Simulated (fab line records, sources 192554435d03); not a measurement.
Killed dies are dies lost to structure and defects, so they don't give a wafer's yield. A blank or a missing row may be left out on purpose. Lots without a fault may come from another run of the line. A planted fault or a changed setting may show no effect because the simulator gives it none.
Which tool did it? | flow n5_finfet | 12 lots, 36 wafers sampled, at 2 steps of a route of 1938

WHAT THE GAUGES READ, wafer by wafer
N5_BEOL_M10_THK_MEAS_53: measures by xrf.
lot  | measured     | on            | M10_THK (nm)
L075 | day 10 18:29 | film_metro-01 | 141 139 140
L077 | day 11 03:11 | film_metro-01 | 141 139 146
L079 | day 11 21:13 | film_metro-01 | 140 140 144
L080 | day 13 05:08 | film_metro-01 | 142 138 142
L082 | day 13 16:47 | film_metro-02 | 140 140 142
L086 | day 14 08:02 | film_metro-02 | 140 142 142
L084 | day 14 11:28 | film_metro-02 | 137 139 140
L088 | day 15 06:48 | film_metro-01 | 138 144 141
L094 | day 15 17:41 | film_metro-02 | 137 137 145
L096 | day 16 10:14 | film_metro-01 | 141 140 140
L093 | day 16 11:30 | film_metro-01 | 146 139 147
L097 | day 16 22:40 | film_metro-02 | 139 138 144

WHICH TOOL RAN EACH LOT (tool, then ch and the chambers of the sampled wafers, then the start)
lot  | N5_BEOL_M10_CMP_52
L075 | cmp-03 ch 1,3, day 10 18:11
L077 | cmp-03 ch 0,3, day 11 02:53
L079 | cmp-03 ch 0,2,3, day 11 20:58
L080 | cmp-01 ch 0,1,3, day 13 04:51
L082 | cmp-04 ch 0,3, day 13 16:29
L086 | cmp-04 ch 0,3, day 14 07:44
L084 | cmp-03 ch 0,1, day 14 11:12
L088 | cmp-03 ch 0,3, day 15 06:30
L094 | cmp-03 ch 1,2, day 15 17:26
L096 | cmp-03 ch 0,1,2, day 16 10:01
L093 | cmp-01 ch 2,3, day 16 11:14
L097 | cmp-01 ch 1,2, day 16 22:25
- N5_BEOL_M10_CMP_52: polishes, stops on SiCOH lowk, t overpolish 7 s, target thk 140 nm.

THE ANSWER, worked out from the rows above alone
Rule: what is usual is taken from the lots themselves. Put in order of their means at a reading, lots are off if they are a third of the lots or fewer, leave a main group of 4 or more, and stand apart from it by a gap of 3 or more times the standard deviation of the main group's means; of several such gaps the widest counts. A main group whose means are all the same, to the digits that the tables above print for the reading, isn't used. A lot without any number at a reading at which 4 lots or more have one is off too. The other lots that the step has rows for count as sound.
No lot is off at any reading shown: from this, nothing can be told.

WHAT THE SIMULATOR HAD PUT IN
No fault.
